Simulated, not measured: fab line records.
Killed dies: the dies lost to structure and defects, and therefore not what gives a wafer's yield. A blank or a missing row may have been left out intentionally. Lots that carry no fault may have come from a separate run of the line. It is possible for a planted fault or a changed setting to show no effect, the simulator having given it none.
Chamber matching | flow nand harc | 4 sister chambers for NHARC_A_BLC_CMP_25 on cmp-01
The step polishes, t overpolish 30 s, target thk 150 nm. 7 wafers are shown with their chamber, then 9 later ones without.

WAFERS PAIRED WITH THEIR CHAMBERS
wafer  | chamber | motor current A (A) | time to endpoint s (s)
L075.4 | 0       | 11.5                | 30.2
L085.5 | 3       | 11.9                | 33.1
L086.5 | 1       | 14.8                | 30.6
L086.6 | 2       | 10.6                | 32.3
L092.3 | 2       | 10.5                | 29.9
L092.4 | 1       | 14.6                | 30.2
L092.5 | 3       | 12.1                | 37.2

WAFERS WHOSE CHAMBER IS MISSING
wafer  | motor current A (A) | time to endpoint s (s)
L093.2 | 10.3                | 26.3
L093.3 | 11.3                | 26.1
L093.4 | 12.0                | 29.6
L094.4 | 14.6                | 26.1
L094.5 | 11.0                | 30.3
L094.6 | 11.6                | 30.5
L097.1 | 11.7                | 31.7
L097.3 | 11.0                | 29.3
L097.5 | 14.3                | 26.2

WHICH CHAMBER EACH WENT THROUGH
wafer  | from the rows above     | in truth
L093.2 | 2                       | 2
L093.3 | 0                       | 0
L093.4 | can't be placed: 3 or 0 | 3
L094.4 | 1                       | 1
L094.5 | can't be placed: 2 or 0 | 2
L094.6 | 0                       | 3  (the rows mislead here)
L097.1 | can't be placed: 0 or 3 | 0
L097.3 | can't be placed: 2 or 0 | 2
L097.5 | 1                       | 1
Correct placement for 4 of the 9. Unplaceable from these rows: 4, with the true chamber sitting among the candidates in 4. Number placed wrongly: 1.
How it was worked out, from the rows above alone: a wafer's distance from a chamber is the root of the sum, over the readings, of the square of ((its reading less the chamber's mean) divided by the reading's scatter). If the next closest chamber is less than 2 further off than the closest, the wafer can't be placed; otherwise it belongs to the closest. The mean given for a chamber averages the wafers shown for that chamber. The scatter: take each reading less its chamber's mean, square it, sum over the shown wafers, divide by the number of wafers less the number of chambers, and take the root.
